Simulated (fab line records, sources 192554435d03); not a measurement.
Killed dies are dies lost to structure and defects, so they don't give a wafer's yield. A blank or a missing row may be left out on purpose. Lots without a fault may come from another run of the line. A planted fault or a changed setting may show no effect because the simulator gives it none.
Split-lot experiment | flow n5_finfet | 7 lots, 21 wafers read, on a route of 1938 steps

THE SPLIT
At N5_BEOL_M6_PECVD_70 (deposits SiO2 from TEOS/O2, target thk 20 nm, time 22.7 s), the setting temp_c was moved away from the recipe's 400 C on 11 of the 21 wafers read, by -1.9% to +3.7%. The other wafers ran this setting at the recipe's value.

FROM THE SPLIT TO THE READING: what the file shows between them, 4 steps
- N5_BEOL_M6_ETCH_66: etches SOC in N2/H2, target depth 80 nm, overetch 16 nm, time 120 s (also split here: bias_w)
- N5_BEOL_M6_STRIP_69: strips in N2/H2
- N5_BEOL_M6_STRIP_73: strips in N2/H2
- N5_BEOL_M6_STRIP_80: strips in N2/H2, time 10 s

THE READING
SiO2_of_BEOL_M6_PECVD_70.thk_nm (the simulator's own value, which no gauge read), in nm, at N5_BEOL_M6_HM_STRIP_39 (strips TiN in peroxide tin strip, target depth 25 nm, time 158 s). The file gives no usual value for it. The 10 wafers here that ran the recipe average 20.0 nm, standard deviation 0.2 nm.

wafer  | tool, chamber at the split | temp_c as run, C | against the recipe | SiO2_of_BEOL_M6_PECVD_70.thk_nm, nm | against lot-mates on the recipe
L077.2 | pecvd-04, 1                | 408.6            | +2.2%              | 18.6                                | -1.4
L077.3 | pecvd-04, 1                | 408.6            | +2.2%              | 18.8                                | -1.2
L077.5 | pecvd-04, 0                | 400              | recipe             | 20                                  | -
L079.2 | pecvd-02, 2                | 394.4            | -1.4%              | 20.2                                | no lot-mate on the recipe
L079.4 | pecvd-02, 0                | 394.4            | -1.4%              | 20.4                                | no lot-mate on the recipe
L079.6 | pecvd-02, 1                | 394.4            | -1.4%              | 20.8                                | no lot-mate on the recipe
L081.4 | pecvd-01, 0                | 400              | recipe             | 19.6                                | -
L081.5 | pecvd-01, 2                | 410              | +2.5%              | 18.4                                | -1.3
L081.6 | pecvd-01, 1                | 400              | recipe             | 19.8                                | -
L083.2 | pecvd-02, 2,0              | 400              | recipe             | 19.8                                | -
L083.5 | pecvd-02, 2,0              | 400              | recipe             | 19.8                                | -
L083.3 | pecvd-02, 1                | 400              | recipe             | 20                                  | -
L084.1 | pecvd-02, 2                | 395.1            | -1.2%              | 20.4                                | +0.2
L084.6 | pecvd-02, 2                | 395.1            | -1.2%              | 20.4                                | +0.2
L084.4 | pecvd-02, 1                | 400              | recipe             | 20.2                                | -
L090.3 | pecvd-01, 1,2              | 414.9            | +3.7%              | 17.8                                | -2.2
L090.4 | pecvd-01, 1,2              | 414.9            | +3.7%              | 17.8                                | -2.2
L090.5 | pecvd-01, 1                | 400              | recipe             | 20                                  | -
L092.1 | pecvd-02, 0                | 392.3            | -1.9%              | 20.8                                | +0.6
L092.2 | pecvd-02, 1                | 400              | recipe             | 20.2                                | -
L092.4 | pecvd-02, 1                | 400              | recipe             | 20.2                                | -
Where a row lists several chambers, the file gives one row for several wafers and doesn't say which wafer went through which chamber.

THE FIT
A straight line over all 21 wafers: SiO2_of_BEOL_M6_PECVD_70.thk_nm changes by -0.531 nm for each +1% of temp_c; r = -0.97; the points scatter about the line by 0.21 nm.
The same after taking each lot's own level away (the mean of its wafers on the recipe; 18 wafers): -0.514 nm for each +1%; r = -0.98; scatter 0.19 nm.
On that fit, the largest move of temp_c shifts the reading by 1.9 nm.
The lots' own levels span 19.70 to 20.20 nm, that is 2.6 times the standard deviation above.
So the lot-to-lot level changes the slope little: the two slopes agree.
Check: with one of the wafers moved furthest among these (+3.7%) left out of the fit, the line predicts -1.97 nm for it against its lot-mates. It came out at -2.2 nm against them.

OTHER SPLITS ON THESE WAFERS
These wafers also went through other splits before the reading. Each is held against what the fit with the lots' levels taken away leaves over:
other split on the same wafers   | wafers away from the commonest value | r with SiO2_of_BEOL_M6_PECVD_70.thk_nm (lot level and that fit taken away)
N5_BEOL_M5_TRENCH_ETCH_37 time_s | 8                                    | -0.04
N5_BEOL_M6_ILD_DEP_00 time_s     | 5                                    | +0.25
N5_BEOL_M6_ETCH_66 bias_w        | 5                                    | -0.07

THE WHOLE CHAIN: every reading that the file lists as answering this split, in the file's order
step                   | what it does                                                     | reading                                                                          | change (the file's fit)               | r (the file's)
N5_BEOL_M6_PECVD_70    | deposits SiO2 from TEOS/O2, target thk 20 nm, time 22.7 s        | SiO2_of_BEOL_M6_PECVD_70.thk_nm (the simulator's own value, which no gauge read) | -0.55 nm for each +1% of the setting  | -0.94
N5_BEOL_M6_HM_STRIP_39 | strips TiN in peroxide tin strip, target depth 25 nm, time 158 s | SiO2_of_BEOL_M6_PECVD_70.thk_nm (the simulator's own value, which no gauge read) | -0.522 nm for each +1% of the setting | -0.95

THE FILE'S OWN FIT
SiO2_of_BEOL_M6_PECVD_70.thk_nm changes by -0.522 nm for each +1% of temp_c, r = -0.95.
